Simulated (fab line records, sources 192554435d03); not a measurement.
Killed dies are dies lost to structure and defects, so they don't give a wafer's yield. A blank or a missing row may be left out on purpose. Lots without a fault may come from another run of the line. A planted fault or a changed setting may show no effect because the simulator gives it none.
Chamber matching | flow n5_finfet | N5_BEOL_M3_DESCUM_33 on rie_diel-03: 4 sister chambers
The step chemistry O2, time 7 s. 14 wafers are shown with their chamber, then 7 later ones without.

WAFERS WITH THEIR CHAMBER
wafer  | chamber | showerhead_plenum_p_Torr (Torr) | drypump_motor_current_A (A) | throttle_valve_pct (%)
L075.1 | 3       | 2.11                            | 5.1                         | 20.26
L075.2 | 0       | 2.17                            | 5.3                         | 20.41
L075.4 | 2       | 2.06                            | 4.8                         | 20.25
L079.1 | 1       | 2.16                            | 5.1                         | 20.38
L079.2 | 0       | 2.17                            | 5.3                         | 20.45
L079.3 | 2       | 2.06                            | 4.8                         | 19.88
L079.4 | 3       | 2.11                            | 5.1                         | 20.26
L079.5 | 0       | 2.17                            | 5.3                         | 20.44
L079.6 | 1       | 2.16                            | 5.2                         | 20.39
L082.2 | 1       | 2.15                            | 5.2                         | 20.40
L082.3 | 0       | 2.16                            | 5.3                         | 20.44
L082.6 | 1       | 2.16                            | 5.1                         | 20.37
L087.3 | 2       | 2.05                            | 4.8                         | 19.90
L087.5 | 0       | 2.16                            | 5.4                         | 20.46

SIGNATURES (means of the wafers above)
reading                  | chamber 0 | chamber 1 | chamber 2 | chamber 3 | scatter within a chamber
showerhead_plenum_p_Torr | 2.1660    | 2.1575    | 2.0567    | 2.1100    | 0.00512
drypump_motor_current_A  | 5.320     | 5.150     | 4.800     | 5.100     | 0.0424
throttle_valve_pct       | 20.4400   | 20.3850   | 20.0100   | 20.2600   | 0.0941
Rule: a wafer's distance from a chamber is the root of the sum, over the readings, of the square of ((its reading less the chamber's mean) divided by the reading's scatter). The wafer belongs to the nearest chamber; if the next one is less than 2 further off, it can't be placed. The scatter: the root of (the sum of the squares of (reading less its chamber's mean) over the shown wafers, divided by (wafers less chambers)).

WAFERS WITHOUT THEIR CHAMBER
wafer  | showerhead_plenum_p_Torr (Torr) | drypump_motor_current_A (A) | throttle_valve_pct (%)
L087.6 | 2.15                            | 5.2                         | 20.42
L089.1 | 2.10                            | 5.1                         | 20.31
L089.4 | 2.15                            | 5.2                         | 20.41
L089.6 | 2.16                            | 5.3                         | 20.48
L093.1 | 2.16                            | 5.3                         | 20.48
L093.4 | 2.10                            | 5.1                         | 20.31
L093.6 | 2.16                            | 5.3                         | 20.47

WHICH CHAMBER EACH WENT THROUGH
wafer  | from the rows above | in truth
L087.6 | 1                   | 1
L089.1 | 3                   | 3
L089.4 | 1                   | 1
L089.6 | 0                   | 0
L093.1 | 0                   | 0
L093.4 | 3                   | 3
L093.6 | 0                   | 0
Placed correctly: 7 of 7. Can't be placed from these rows: 0. Placed wrongly: 0.
